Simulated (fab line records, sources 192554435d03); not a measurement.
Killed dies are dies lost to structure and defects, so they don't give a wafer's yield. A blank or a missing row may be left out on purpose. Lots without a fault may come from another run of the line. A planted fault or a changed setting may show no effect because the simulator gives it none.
fab line records | flow n5_finfet
record lots=24 wafers=72 last_day=20
route steps=1938 shown START@1 WELL_APT@50 FIN_SAQP@114 FIN_CUT@173 DUMMY_GATE@232
lots that met no fault: from a run of the same line without faults
start_h: hours from the record's first day to the start of the lot's first wafer shown | wait_h: hours since the lot's step before | " the same as in the row above | L1.1+2: a row that stands for several wafers | - no value, or no start given | * or withheld: withheld | < > ~ a bound
route shown NAME@n: a module of which the file shows steps, and the number in the route of the first | usual: mean/standard deviation of fault-free wafers | same: alike in all rows | chamber/n: place in a boat | sites: the reading at each site | _std_site: their standard deviation | _edge_site: outer sites' mean less inner sites' | radius_mm: how far each site lies from the wafer's centre | mask NAME#n: copy n | behind: the tool/chamber that last shaped the wafer | hold: why the lot was held/for how many hours/how that ended | device: the transistor (n, p or np) that didn't switch | end of line: the same wafers' tests at the end of the route | a step without rows: its recipe alone | killed: dies lost to structure and defects at the first sort, not the wafer's yield | map: a wafer's dies, x killed, . not, _ none there
set.NAME: the setting as run; set.NAME@STEP: as run at that earlier step | model.NAME: the simulator's own value behind a step, which no gauge read
steps of the route over a sample of lots; a table a step, a row a wafer
services: from which hour (start_h, from the record's first day; less than 0 if before it) a tool's chamber was out of use, for how many hours, and why
## steps
# step N5_START_INSPECT_01
# recipe inspect_instrument=unpatterned_scan mode=incoming
# usual raw_defect_count=5.6/2.3
# columns lot.wafer tool chamber start_h wait_h raw_defect_count
L074.1 defect_inspect-02 - 12.03 - 5
L074.3 " - " " 10
L074.5 " - " " 4
L075.2 defect_inspect-02 - 18.03 - 6
L075.3 " - " " 6
L075.6 " - " " 4
L076.1 defect_inspect-02 - 24.03 - 9
L076.2 " - " " 8
L076.4 " - " " 5
L077.2 defect_inspect-02 - 30.03 - 4
L077.5 " - " " 5
L077.6 " - " " 8
L078.1 defect_inspect-01 - 36.03 - 10
L078.4 " - " " 8
L078.6 " - " " 5
L079.1 defect_inspect-02 - 42.03 - 6
L079.3 " - " " 7
L079.5 " - " " 3
L080.1 defect_inspect-01 - 48.03 - 6
L080.3 " - " " 5
L080.5 " - " " 6
L081.2 defect_inspect-02 - 54.03 - 4
L081.5 " - " " 1
L081.6 " - " " 3
L082.2 defect_inspect-02 - 60.03 - 8
L082.3 " - " " 3
L082.5 " - " " 5
L083.3 defect_inspect-01 - 66.03 - 6
L083.4 " - " " 10
L083.5 " - " " 6
L084.2 defect_inspect-02 - 72.03 - 7
L084.4 " - " " 4
L084.5 " - " " 3
L085.2 defect_inspect-02 - 78.03 - 6
L085.3 " - " " 6
L085.4 " - " " 3
L086.2 defect_inspect-01 - 84.03 - 2
L086.3 " - " " 3
L086.4 " - " " 1
L087.1 defect_inspect-01 - 90.03 - 5
L087.4 " - " " 10
L087.6 " - " " 5
L088.1 defect_inspect-01 - 96.03 - 5
L088.2 " - " " 4
L088.4 " - " " 3
L089.2 defect_inspect-01 - 102.03 - 5
L089.3 " - " " 4
L089.5 " - " " 6
L090.2 defect_inspect-02 - 108.03 - 7
L090.3 " - " " 3
L090.6 " - " " 7
L091.1 defect_inspect-02 - 114.03 - 8
L091.3 " - " " 6
L091.6 " - " " 2
L092.1 defect_inspect-02 - 120.03 - 2
L092.2 " - " " 10
L092.6 " - " " 9
L093.3 defect_inspect-02 - 126.03 - 6
L093.4 " - " " 2
L093.5 " - " " 8
L094.1 defect_inspect-01 - 132.03 - 7
L094.2 " - " " 9
L094.3 " - " " 3
L095.4 defect_inspect-02 - 138.04 - 3
L095.5 " - " " 3
L095.6 " - " " 7
L096.2 defect_inspect-02 - 144.03 - 7
L096.3 " - " " 7
L096.6 " - " " 7
L097.1 defect_inspect-01 - 150.03 - 3
L097.2 " - " " 3
L097.5 " - " " 3
# step N5_WELL_APT_RTA_34
# recipe temp_c=1000 time_s=10 ambient=N2 idle_temp_c=600 ramp_up_c_per_s=150 ramp_down_c_per_s=60 cool_to_c=600
# usual lamp_power_pct=13.01/0.049 wafer_temp_C_max=1003.5/0.98
# columns lot.wafer tool chamber start_h wait_h lamp_power_pct wafer_temp_C_max
L074.1 rtp_anneal-01 0 16.47 0.0 13.07 1003.5
L074.3 " 0 " " 13.04 1005.4
L074.5 " 0 " " 13.03 1004.0
L075.2 rtp_anneal-02 0 21.65 0.1 12.97 1003.7
L075.3 " 0 " " 13.02 1004.5
L075.6 " 0 " " 12.94 1003.9
L076.1 rtp_anneal-02 0 28.13 0.0 12.99 1003.2
L076.2 " 0 " " 13.08 1004.4
L076.4 " 0 " " 13.01 1003.2
L077.2 rtp_anneal-02 0 33.92 0.0 13.01 1003.3
L077.5 " 0 " " 13.05 1004.7
L077.6 " 0 " " 12.99 1003.3
L078.1 rtp_anneal-01 0 40.86 0.2 12.98 1003.1
L078.4 " 0 " " 12.98 1001.7
L078.6 " 0 " " 12.97 1002.3
L079.1 rtp_anneal-01 0 46.32 0.2 13.12 1005.1
L079.3 " 0 " " 13.08 1003.5
L079.5 " 0 " " 12.98 1004.7
L080.1 rtp_anneal-01 0 51.89 0.0 13.02 1005.4
L080.3 " 0 " " 12.93 1002.6
L080.5 " 0 " " 12.96 1003.6
L081.2 rtp_anneal-02 0 58.24 0.0 13.03 1003.8
L081.5 " 0 " " 12.99 1003.3
L081.6 " 0 " " 12.90 1005.3
L082.2 rtp_anneal-02 0 64.59 0.2 13.08 1002.2
L082.3 " 0 " " 13.08 1002.9
L082.5 " 0 " " 12.96 1004.7
L083.3 rtp_anneal-02 0 69.86 0.1 12.96 1003.4
L083.4 " 0 " " 13.06 1003.5
L083.5 " 0 " " 12.98 1003.1
L084.2 rtp_anneal-01 0 76.15 0.1 13.00 1002.6
L084.4 " 0 " " 12.99 1002.8
L084.5 " 0 " " 13.04 1003.5
L085.2 rtp_anneal-02 0 81.83 0.0 13.01 1002.8
L085.3 " 0 " " 12.96 1002.4
L085.4 " 0 " " 12.98 1003.6
L086.2 rtp_anneal-02 0 88.27 0.2 12.98 1002.3
L086.3 " 0 " " 13.02 1003.7
L086.4 " 0 " " 12.95 1003.5
L087.1 rtp_anneal-02 0 93.99 0.0 13.03 1004.4
L087.4 " 0 " " 12.97 1005.5
L087.6 " 0 " " 13.01 1001.4
L088.1 rtp_anneal-01 0 99.82 0.0 13.02 1002.8
L088.2 " 0 " " 13.01 1005.1
L088.4 " 0 " " 13.08 1003.5
L089.2 rtp_anneal-01 0 105.67 0.0 13.00 1004.8
L089.3 " 0 " " 12.90 1004.4
L089.5 " 0 " " 12.96 1004.7
L090.2 rtp_anneal-02 0 112.54 0.0 12.98 1003.4
L090.3 " 0 " " 13.05 1003.6
L090.6 " 0 " " 12.94 1002.8
L091.1 rtp_anneal-01 0 117.94 0.0 12.99 1003.3
L091.3 " 0 " " 12.99 1003.7
L091.6 " 0 " " 12.95 1003.2
L092.1 rtp_anneal-02 0 124.03 0.2 12.95 1003.7
L092.2 " 0 " " 13.01 1004.0
L092.6 " 0 " " 12.92 1002.6
L093.3 rtp_anneal-02 0 129.87 0.1 13.02 1003.0
L093.4 " 0 " " 13.06 1003.0
L093.5 " 0 " " 12.97 1004.4
L094.1 rtp_anneal-02 0 136.15 0.0 13.04 1005.4
L094.2 " 0 " " 12.94 1002.4
L094.3 " 0 " " 12.94 1002.7
L095.4 rtp_anneal-01 0 143.05 0.1 13.08 1005.9
L095.5 " 0 " " 13.06 1001.6
L095.6 " 0 " " 12.95 1003.3
L096.2 rtp_anneal-02 0 148.80 0.0 13.01 1001.7
L096.3 " 0 " " 13.04 1001.9
L096.6 " 0 " " 13.10 1002.0
L097.1 rtp_anneal-01 0 154.52 0.0 12.98 1002.2
L097.2 " 0 " " 13.03 1003.0
L097.5 " 0 " " 12.99 1002.5
# step N5_FIN_SAQP_DESCUM_21
# recipe chemistry=O2 time_s=7.9 source_power_w=50 bias_power_w=20 pressure_mtorr=20 rf_frequency_hz=2.712e+07 temp_c=40 resist=CAR-ArF o2_flow_sccm=225
# usual drypump_motor_current_A=5.9/0.52 oes_product_au=0.80/0.073 rf_vpp_V=243.6/1.3 showerhead_plenum_p_Torr=2.12/0.056 throttle_valve_pct=20.49/0.17
# columns lot.wafer tool chamber start_h wait_h drypump_motor_current_A oes_product_au rf_hours_counter_h rf_vpp_V showerhead_plenum_p_Torr throttle_valve_pct
L074.1 rie_diel-04 2 23.18 0.0 5.6 0.76 125 242.2 2.10 20.60
L074.3 " 0 " " 6.2 0.71 198 244.7 2.16 20.46
L074.5 " 1 " " 6.3 0.71 - 243.0 2.07 20.51
L075.2 rie_diel-01 3 28.39 0.2 5.2 0.81 77 243.2 2.11 20.63
L075.3 " 2 " " 5.0 0.73 195 243.1 2.17 20.32
L075.6 " 0 " " 6.5 0.98 - 244.6 2.06 20.25
L076.1 rie_diel-04 1 34.71 0.3 6.2 0.71 209 241.8 2.06 20.50
L076.2 " 0 " " 6.2 0.71 203 244.5 2.16 20.48
L076.4 " 2 " " 5.6 0.76 129 243.2 2.10 20.61
L077.2 rie_diel-05 2 39.86 0.5 6.0 0.76 154 244.8 2.18 20.70
L077.5 " 3 " " 5.9 0.87 - 242.1 2.04 20.53
L077.6 " 0 " " 5.7 0.89 - 244.9 2.23 20.44
L078.1 rie_diel-05 1 47.08 0.0 6.6 0.82 98 242.6 2.11 20.21
L078.4 " 2 " " 6.1 0.75 158 246.1 2.18 20.70
L078.6 " 0 " " 5.7 0.90 - 245.8 2.22 20.43
L079.1 rie_diel-05 1 52.66 0.1 6.6 0.83 100 243.1 2.11 20.22
L079.3 " 3 " " 6.0 0.87 50 242.0 2.04 20.56
L079.5 " 1 " " 6.6 0.83 - 243.7 2.11 20.22
L080.1 rie_diel-04 2 59.08 0.0 5.5 0.75 139 242.2 2.09 20.63
L080.3 " 1 " " 6.2 0.69 219 243.1 2.06 20.52
L080.5 " 2 " " 5.5 0.75 - 244.5 2.09 20.64
L081.2 rie_diel-05 1 64.94 0.0 6.6 0.81 106 242.5 2.11 20.23
L081.5 " 1 " " 6.6 0.82 - 244.4 2.11 20.23
L081.6 " 2 " " 6.0 0.76 - 244.6 2.18 20.74
L082.2 rie_diel-01 0 70.65 0.1 6.5 0.94 12 242.7 2.06 20.26
L082.3 " 2 " " 4.9 0.72 204 242.6 2.16 20.35
L082.5 " 0 " " 6.5 0.94 - 241.4 2.06 20.28
L083.3 rie_diel-01 3 76.94 0.8 5.2 0.80 89 242.2 2.11 20.66
L083.4 " 0 " " 6.5 0.94 15 242.5 2.05 20.28
L083.5 " 0 " " 6.5 0.94 - 242.9 2.05 20.27
L084.2 rie_diel-01 0 82.30 0.0 6.5 0.93 17 243.4 2.05 20.27
L084.4 " 2 " " 5.0 0.71 209 244.5 2.16 20.33
L084.5 " 2 " " 5.0 0.72 - 243.8 2.16 20.36
L085.2 rie_diel-05 1 87.92 0.0 6.6 0.82 113 242.7 2.11 20.25
L085.3 " 0 " " 5.7 0.86 44 245.5 2.22 20.48
L085.4 " 3 " " 6.0 0.85 62 242.7 2.04 20.56
L086.2 rie_diel-05 3 94.01 0.0 6.0 0.84 65 242.6 2.03 20.55
L086.3 " 1 " " 6.6 0.81 116 242.6 2.11 20.24
L086.4 " 2 " " 6.1 0.74 175 243.6 2.18 20.73
L087.1 rie_diel-05 2 99.85 0.0 6.1 0.74 177 244.6 2.18 20.73
L087.4 " 1 " " 6.6 0.80 118 243.5 2.11 20.24
L087.6 " 0 " " 5.7 0.85 - 246.1 2.22 20.46
L088.1 rie_diel-05 3 105.44 0.0 6.0 0.84 69 241.5 2.03 20.57
L088.2 " 1 " " 6.6 0.80 119 242.0 2.10 20.25
L088.4 " 0 " " 5.7 0.85 51 245.7 2.22 20.49
L089.2 rie_diel-01 3 111.57 0.4 5.2 0.79 101 244.7 2.11 20.68
L089.3 " 2 " " 5.0 0.71 218 245.6 2.16 20.35
L089.5 " 2 " " 5.0 0.71 - 245.8 2.16 20.36
L090.2 rie_diel-05 1 118.89 0.3 6.6 0.79 125 242.8 2.10 20.27
L090.3 " 0 " " 5.7 0.84 56 244.9 2.21 20.47
L090.6 " 2 " " 6.1 0.73 - 245.1 2.17 20.75
L091.1 rie_diel-01 3 123.76 0.0 5.2 0.78 106 244.5 2.10 20.67
L091.3 " 0 " " 6.5 0.89 32 243.7 2.05 20.28
L091.6 " 3 " " 5.2 0.78 - 243.5 2.10 20.69
L092.1 rie_diel-01 0 129.82 0.0 6.5 0.89 34 242.1 2.05 20.29
L092.2 " 3 " " 5.2 0.78 108 243.0 2.10 20.71
L092.6 " 0 " " 6.5 0.90 - 241.2 2.05 20.30
L093.3 rie_diel-01 3 135.69 0.0 5.2 0.78 110 243.2 2.10 20.70
L093.4 " 1 " " 5.6 0.78 152 243.6 2.10 20.66
L093.5 " 2 " " 4.9 0.71 - 244.5 2.16 20.37
L094.1 rie_diel-01 3 142.80 0.5 5.2 0.78 113 242.2 2.10 20.71
L094.2 " 1 " " 5.7 0.77 155 242.1 2.10 20.66
L094.3 " 2 " " 5.0 0.70 231 245.7 2.15 20.37
L095.4 rie_diel-01 0 149.12 0.3 6.5 0.88 42 241.9 2.04 20.30
L095.5 " 3 " " 5.2 0.77 - 243.6 2.10 20.71
L095.6 " 0 " " 6.5 0.88 - 242.3 2.05 20.31
L096.2 rie_diel-05 0 155.12 0.1 5.7 0.84 64 244.8 2.21 20.49
L096.3 " 3 " " 6.0 0.83 81 240.3 2.03 20.59
L096.6 " 0 " " 5.7 0.84 - 245.0 2.21 20.50
L097.1 rie_diel-04 3 160.03 0.0 5.5 0.94 12 242.6 2.13 20.21
L097.2 " 0 " " 6.2 0.67 251 244.2 2.14 20.55
L097.5 " 3 " " 5.5 0.94 - 242.8 2.13 20.23
# step N5_FIN_SAQP_HM_CD_35
# recipe target_cd_nm=8 polarity=line
# usual cd_nm=8.09/0.23
# columns lot.wafer tool chamber start_h wait_h cd_nm
L074.1 cd_sem-02 - 27.73 0.1 8.20
L074.3 " - " " 8.09
L074.5 " - " " 8.16
L075.2 cd_sem-02 - 32.97 0.1 8.09
L075.3 " - " " 8.36
L075.6 " - " " 7.99
L076.1 cd_sem-02 - 39.70 0.1 7.94
L076.2 " - " " 7.74
L076.4 " - " " 8.12
L077.2 cd_sem-02 - 44.36 0.1 8.32
L077.5 " - " " 8.44
L077.6 " - " " 8.26
L078.1 cd_sem-02 - 51.14 0.1 8.34
L078.4 " - " " 8.12
L078.6 " - " " 8.41
L079.1 cd_sem-02 - 58.29 0.1 8.00
L079.3 " - " " 8.05
L079.5 " - " " 8.23
L080.1 cd_sem-03 - 63.96 0.1 8.17
L080.3 " - " " 7.91
L080.5 " - " " 7.98
L081.2 cd_sem-03 - 68.82 0.1 8.76
L081.5 " - " " 8.45
L081.6 " - " " 8.29
L082.2 cd_sem-03 - 75.27 0.1 8.20
L082.3 " - " " 7.95
L082.5 " - " " 8.22
L083.3 cd_sem-03 - 81.53 0.1 8.42
L083.4 " - " " 8.00
L083.5 " - " " 7.97
L084.2 cd_sem-03 - 86.17 0.1 8.14
L084.4 " - " " 7.86
L084.5 " - " " 8.14
L085.2 cd_sem-03 - 91.84 0.1 7.77
L085.3 " - " " 7.87
L085.4 " - " " 8.02
L086.2 cd_sem-01 - 98.48 0.1 8.04
L086.3 " - " " 8.17
L086.4 " - " " 7.74
L087.1 cd_sem-02 - 104.01 0.1 8.39
L087.4 " - " " 8.18
L087.6 " - " " 8.22
L088.1 cd_sem-01 - 109.91 0.1 8.44
L088.2 " - " " 7.91
L088.4 " - " " 8.11
L089.2 cd_sem-02 - 116.95 0.1 8.05
L089.3 " - " " 8.05
L089.5 " - " " 8.22
L090.2 cd_sem-03 - 123.44 0.1 7.86
L090.3 " - " " 8.42
L090.6 " - " " 8.15
L091.1 cd_sem-03 - 127.71 0.1 8.10
L091.3 " - " " 8.51
L091.6 " - " " 7.79
L092.1 cd_sem-02 - 134.18 0.1 8.06
L092.2 " - " " 8.05
L092.6 " - " " 8.16
L093.3 cd_sem-03 - 139.79 0.1 7.73
L093.4 " - " " 8.00
L093.5 " - " " 7.85
L094.1 cd_sem-01 - 147.39 0.1 7.84
L094.2 " - " " 8.02
L094.3 " - " " 8.22
L095.4 cd_sem-02 - 153.50 0.1 8.05
L095.5 " - " " 7.77
L095.6 " - " " 7.74
L096.2 cd_sem-02 - 159.14 0.1 8.17
L096.3 " - " " 7.97
L096.6 " - " " 8.06
L097.1 cd_sem-02 - 164.20 0.1 7.81
L097.2 " - " " 7.90
L097.5 " - " " 7.61
# step N5_FIN_CUT_CUT_ETCH_26
# recipe chemistry=CH3F/O2 target=SiNx target_depth_a=390 mask_material=SOC time_s=55.7 pressure_mtorr=30 source_w=395 bias_w=73 Ar_flow_sccm=150 CH3F_flow_sccm=30 O2_flow_sccm=20 ion_energy_ev=120
# usual CH3F_flow_sccm=30.02/0.1 drypump_motor_current_A=5.7/0.45 oes_product_au=0.77/0.091 rf_vpp_V=296.3/2.6 showerhead_plenum_p_Torr=2.00/0.063 throttle_valve_pct=16.45/0.22
# columns lot.wafer tool chamber start_h wait_h CH3F_flow_sccm drypump_motor_current_A oes_product_au rf_hours_counter_h rf_vpp_V showerhead_plenum_p_Torr throttle_valve_pct
L074.1 rie_diel-03 1 28.92 0.0 30.17 6.1 0.76 175 301.2 2.08 16.40
L074.3 " 2 " " 30.25 5.3 0.74 187 295.8 1.90 16.50
L074.5 " 1 " " 30.11 6.0 0.75 - 300.8 2.08 16.42
L075.2 rie_diel-06 1 34.56 0.0 30.13 5.6 0.74 170 301.4 2.08 16.67
L075.3 " 3 " " 30.01 5.4 0.73 164 297.0 2.00 16.62
L075.6 " 3 " " 29.95 5.4 0.73 - 296.0 2.00 16.63
L076.1 rie_diel-06 2 40.91 0.0 30.02 6.4 0.78 130 293.1 1.93 16.18
L076.2 " 0 " " 29.98 5.2 0.68 228 294.2 1.98 16.53
L076.4 " 1 " " 30.11 5.6 0.74 172 301.6 2.08 16.65
L077.2 rie_diel-06 3 45.66 0.0 30.05 5.5 0.73 167 295.2 2.00 16.62
L077.5 " 3 " " 29.98 5.4 0.72 - 298.3 2.00 16.63
L077.6 " 2 " " 29.96 6.4 0.78 - 293.1 1.93 16.17
L078.1 rie_diel-06 0 52.40 0.0 30.02 5.2 0.69 231 295.0 1.98 16.53
L078.4 " 2 " " 30.18 6.4 0.77 132 293.7 1.93 16.18
L078.6 " 1 " " 29.91 5.6 0.73 - 300.7 2.07 16.67
L079.1 rie_diel-06 2 59.60 0.0 30.22 6.5 0.78 134 294.4 1.93 16.17
L079.3 " 0 " " 29.88 5.2 0.69 233 294.9 1.98 16.53
L079.5 " 2 " " 30.15 6.5 0.78 - 294.0 1.93 16.17
L080.1 rie_diel-03 2 65.64 0.0 30.13 5.3 0.72 201 296.0 1.90 16.53
L080.3 " 0 " " 30.03 4.8 0.93 5 294.5 1.98 16.08
L080.5 " 3 " " 29.89 5.5 0.67 - 296.4 1.89 16.52
L081.2 rie_diel-02 1 70.00 0.0 30.24 6.3 0.69 245 297.2 2.06 16.52
L081.5 " 2 " " 29.93 6.0 0.77 - 297.3 2.10 16.40
L081.6 " 1 " " 30.21 6.3 0.69 - 295.3 2.06 16.50
L082.2 rie_diel-02 2 76.47 0.0 29.95 6.0 0.77 131 297.7 2.10 16.39
L082.3 " 1 " " 30.09 6.3 0.69 246 295.0 2.06 16.53
L082.5 " 0 " " 29.99 5.6 0.67 - 294.4 1.98 16.62
L083.3 rie_diel-06 2 82.70 0.0 30.06 6.4 0.77 142 294.1 1.92 16.20
L083.4 " 1 " " 30.13 5.6 0.72 186 300.0 2.07 16.68
L083.5 " 1 " " 30.04 5.6 0.72 - 300.2 2.07 16.68
L084.2 rie_diel-03 2 87.36 0.0 30.14 5.3 0.73 208 294.7 1.90 16.55
L084.4 " 0 " " 30.00 4.7 0.90 12 296.3 1.97 16.11
L084.5 " 3 " " 30.06 5.5 0.67 - 295.4 1.88 16.52
L085.2 rie_diel-02 2 93.14 0.0 29.94 6.0 0.77 136 297.6 2.09 16.41
L085.3 " 3 " " 30.00 5.8 0.82 63 293.0 1.95 16.62
L085.4 " 0 " " 29.96 5.6 0.67 - 293.9 1.97 16.63
L086.2 rie_diel-06 3 99.66 0.0 29.90 5.4 0.71 180 294.6 2.00 16.65
L086.3 " 1 " " 30.03 5.6 0.73 189 300.9 2.07 16.71
L086.4 " 0 " " 29.94 5.2 0.68 245 294.8 1.98 16.55
L087.1 rie_diel-06 3 105.31 0.0 29.98 5.5 0.71 181 297.6 2.00 16.65
L087.4 " 2 " " 30.06 6.5 0.77 145 294.3 1.92 16.22
L087.6 " 0 " " 30.13 5.2 0.67 - 293.6 1.98 16.56
L088.1 rie_diel-06 2 111.16 0.0 30.03 6.4 0.77 146 293.8 1.92 16.19
L088.2 " 1 " " 29.93 5.6 0.72 191 299.8 2.07 16.71
L088.4 " 0 " " 30.00 5.2 0.68 247 294.1 1.98 16.54
L089.2 rie_diel-02 3 118.25 0.0 29.94 5.8 0.82 72 294.3 1.94 16.63
L089.3 " 2 " " 30.03 6.0 0.76 145 298.5 2.09 16.42
L089.5 " 1 " " 29.90 6.3 0.96 - 296.4 2.05 16.06
L090.2 rie_diel-06 1 124.80 0.0 30.01 5.6 0.72 196 299.4 2.07 16.71
L090.3 " 2 " " 30.03 6.4 0.76 151 293.8 1.92 16.19
L090.6 " 2 " " 30.17 6.4 0.76 - 294.1 1.92 16.20
L091.1 rie_diel-02 1 129.03 0.0 30.07 6.3 0.93 10 296.9 2.05 16.06
L091.3 " 3 " " 29.91 5.8 0.80 76 293.7 1.94 16.64
L091.6 " 0 " " 29.87 5.6 0.97 - 293.7 1.97 16.18
L092.1 rie_diel-02 0 135.37 0.0 29.91 5.6 0.97 6 293.9 1.97 16.18
L092.2 " 3 " " 30.09 5.8 0.80 78 294.9 1.94 16.65
L092.6 " 3 " " 30.07 5.7 0.80 - 293.5 1.94 16.65
L093.3 rie_diel-06 0 140.97 0.0 30.00 5.2 0.98 1 294.6 1.98 16.14
L093.4 " 2 " " 30.06 6.4 0.76 154 293.6 1.92 16.21
L093.5 " 1 " " 29.97 5.6 0.71 - 300.5 2.06 16.73
L094.1 rie_diel-02 3 148.71 0.0 29.81 5.8 0.80 81 293.8 1.94 16.65
L094.2 " 2 " " 30.00 6.0 0.76 154 299.0 2.09 16.46
L094.3 " 0 " " 30.11 5.6 0.97 9 293.6 1.97 16.19
L095.4 rie_diel-02 2 154.68 0.0 30.01 6.0 0.75 155 298.1 2.09 16.46
L095.5 " 0 " " 29.95 5.7 0.96 - 293.9 1.97 16.18
L095.6 " 1 " " 29.96 6.3 0.92 - 295.8 2.05 16.09
L096.2 rie_diel-03 2 161.51 0.0 29.97 5.3 0.70 232 295.4 1.89 16.58
L096.3 " 3 " " 30.08 5.5 0.94 9 301.5 2.13 16.09
L096.6 " 0 " " 30.31 4.8 0.84 - 296.8 1.96 16.16
L097.1 rie_diel-06 0 165.41 0.0 30.02 5.2 0.95 6 292.8 1.97 16.13
L097.2 " 3 " " 29.96 5.5 0.70 200 297.5 1.99 16.68
L097.5 " 0 " " 30.05 5.2 0.96 - 293.5 1.97 16.12
# step N5_DUMMY_GATE_OVL_MEAS_16
# recipe points_per_wafer=522
# usual GATE_OVL=0.0/0.69
# columns lot.wafer tool chamber start_h wait_h GATE_OVL[nm]
L074.1 overlay-02 0 47.85 0.0 0.3
L074.3 " 0 " " 0.4
L074.5 " 0 " " -0.2
L075.2 overlay-02 0 54.83 0.0 1.3
L075.3 " 0 " " 0.4
L075.6 " 0 " " 0.2
L076.1 overlay-01 0 59.27 0.0 0.5
L076.2 " 0 " " 0.7
L076.4 " 0 " " 0.2
L077.2 overlay-01 0 64.40 0.0 0.5
L077.5 " 0 " " 0.4
L077.6 " 0 " " -0.9
L078.1 overlay-02 0 70.15 0.0 -0.2
L078.4 " 0 " " -0.4
L078.6 " 0 " " 0.6
L079.1 overlay-01 0 79.40 0.0 1.3
L079.3 " 0 " " -1.3
L079.5 " 0 " " -0.3
L080.1 overlay-01 0 84.15 0.0 -0.1
L080.3 " 0 " " -1.1
L080.5 " 0 " " -0.3
L081.2 overlay-02 0 87.99 0.0 -1.3
L081.5 " 0 " " -0.6
L081.6 " 0 " " -0.2
L082.2 overlay-01 0 95.00 0.0 -0.4
L082.3 " 0 " " 1.0
L082.5 " 0 " " 0.6
L083.3 overlay-01 0 100.73 0.0 0.7
L083.4 " 0 " " -0.2
L083.5 " 0 " " 0.2
L084.2 overlay-01 0 105.77 0.0 1.0
L084.4 " 0 " " 0.6
L084.5 " 0 " " 0.7
L085.2 overlay-01 0 111.27 0.0 -1.3
L085.3 " 0 " " -0.8
L085.4 " 0 " " -1.1
L086.2 overlay-01 0 118.41 0.0 -1.0
L086.3 " 0 " " -0.7
L086.4 " 0 " " 0.0
L087.1 overlay-02 0 124.08 0.0 -0.2
L087.4 " 0 " " 1.6
L087.6 " 0 " " 0.4
L088.1 overlay-01 0 129.70 0.0 0.3
L088.2 " 0 " " -0.4
L088.4 " 0 " " 0.5
L089.2 overlay-02 0 137.37 0.0 -1.0
L089.3 " 0 " " 0.0
L089.5 " 0 " " -0.2
L090.2 overlay-02 0 142.77 0.0 1.3
L090.3 " 0 " " 0.2
L090.6 " 0 " " 0.8
L091.1 overlay-01 0 146.86 0.0 -0.1
L091.3 " 0 " " 0.0
L091.6 " 0 " " 0.9
L092.1 overlay-01 0 153.68 0.0 -0.3
L092.2 " 0 " " -0.9
L092.6 " 0 " " 0.0
L093.3 overlay-01 0 161.31 0.0 -0.2
L093.4 " 0 " " 1.0
L093.5 " 0 " " -0.8
L094.1 overlay-01 0 171.59 0.0 0.3
L094.2 " 0 " " 0.2
L094.3 " 0 " " 0.1
L095.4 overlay-02 0 175.31 0.0 -0.2
L095.5 " 0 " " 0.8
L095.6 " 0 " " -0.1
L096.2 overlay-02 0 182.07 0.0 -0.2
L096.3 " 0 " " -0.7
L096.6 " 0 " " 0.4
L097.1 overlay-02 0 183.30 0.0 0.4
L097.2 " 0 " " 0.1
L097.5 " 0 " " -1.4
## services
# columns tool chamber start_h hours kind
rie_diel-01 0 -4.03 - clean
rie_diel-01 0 -4.03 - consumable_replace:focus_ring
rie_diel-01 0 -4.03 21.6 scheduled_down
rie_diel-01 0 -4.03 21.6 vent_cycle
rie_diel-01 2 7.11 1.4 repair
rie_diel-03 0 17.61 9.8 repair
rie_diel-06 - 23.74 1.3 repair
rie_diel-06 0 28.99 6.7 repair
rie_diel-01 - 31.91 2.8 pm
rie_diel-04 1 61.26 8.9 repair
rie_diel-02 1 86.29 - clean
rie_diel-02 1 86.29 - consumable_replace:focus_ring
rie_diel-02 1 86.29 15.5 scheduled_down
rie_diel-03 1 92.93 14.9 repair
rie_diel-04 - 119.54 2.3 repair
rie_diel-06 0 120.08 - clean
rie_diel-06 0 120.08 - consumable_replace:focus_ring
rie_diel-06 0 120.08 16.2 scheduled_down
rie_diel-06 0 120.08 16.2 vent_cycle
rie_diel-06 2 125.76 11.1 repair
rie_diel-05 - 132.88 14.6 pm
rie_diel-03 1 145.19 1.6 repair
rie_diel-06 - 158.33 2.8 pm
rie_diel-06 2 163.27 9.2 repair
## key
fault none
